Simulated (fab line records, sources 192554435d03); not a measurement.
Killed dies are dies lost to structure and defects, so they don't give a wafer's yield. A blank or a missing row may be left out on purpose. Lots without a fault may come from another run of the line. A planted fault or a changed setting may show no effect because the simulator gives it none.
Problem report in the 8D (eight disciplines) form, filled by code | flow n5_finfet | the parts of the form that need people (team, actions taken, sign-off) are left out

1. THE PROBLEM
run_length_s at N5_BEOL_M8_CURE_75 reads a mean of 150.2 s on 2 wafers of 2 lots; wafers without a fault read 178.4 s with a standard deviation of 0.85. That is -33 standard deviations from the usual mean.
The step: cures SiCOH lowk, time 120 s.
First seen on wafer L182.6, day 15 04:22, on uv_cure-03. The record holds 32 wafers of 11 lots with a number at this step. Rule for "out", or "out of limits": more than 4 standard deviations from the usual mean. The other wafers with a number count as sound.

2. WHAT IT IS AND WHAT IT IS NOT
question                    | is                           | is not
which readings at this step | run_length_s, lamp_power_pct | wafer_temp_C_max
which lots                  | L182, L183                   | L163, L165, L166, L167, L168, L169, L173, L175, L176
which wafers of those lots  | L182.6, L183.2               | L182.5, L183.1, L183.4
read on which tools         | uv_cure-03                   | uv_cure-01, uv_cure-02
when                        | from day 15 04:22            | up to then (28 sound wafers); but 2 sound wafers of L183 came after

3. SUSPECTS, AND WHAT RULES EACH OUT
Counting: a tool at a process step up to the reading stays a suspect if it ran every lot that is out. Sound lots after the first of them don't rule it out here, since some wafers of a struck lot are sound.
- uv_cure-03 at N5_BEOL_M8_CURE_75 (cures SiCOH lowk, time 120 s): kept. It ran every lot that is out, first L182 (day 15 04:22); its last sound lot up to then is L175 (day 13 05:03). Its own readings are out on those wafers: lamp_power_pct, run_length_s.
Left after counting: uv_cure-03 at N5_BEOL_M8_CURE_75.

4. THE CAUSE (what the simulator had put in)
Process parameter drift: uv_cure-03, from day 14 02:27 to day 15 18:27, at N5_BEOL_M8_CURE_75. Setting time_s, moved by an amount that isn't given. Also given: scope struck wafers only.
Counting left only this tool.

5. THE CHAIN OF EFFECTS, in route order
Each row: a reading whose mean over the struck wafers that have a number lies more than 3 standard deviations from the usual. Only readings for which the record gives a usual standard deviation are gone through. hours: the time from each lot's start at the first step in this table that gives one to its start at this step, as a median over the lots. sigmas: the change in usual standard deviations.
hours | step               | reading        | usual   | on struck wafers | change | sigmas
0     | N5_BEOL_M8_CURE_75 | lamp_power_pct | 52.31 % | 50.87            | -1.44  | -26
0     | N5_BEOL_M8_CURE_75 | run_length_s   | 178.4 s | 150.2            | -28.2  | -33
The process steps in it:
- N5_BEOL_M8_CURE_75: cures SiCOH lowk, time 120 s.

6. WHAT WOULD HAVE CAUGHT IT SOONER
In this record the first reading out of limits was taken at day 15 04:22, 26 hours after the fault began at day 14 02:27.
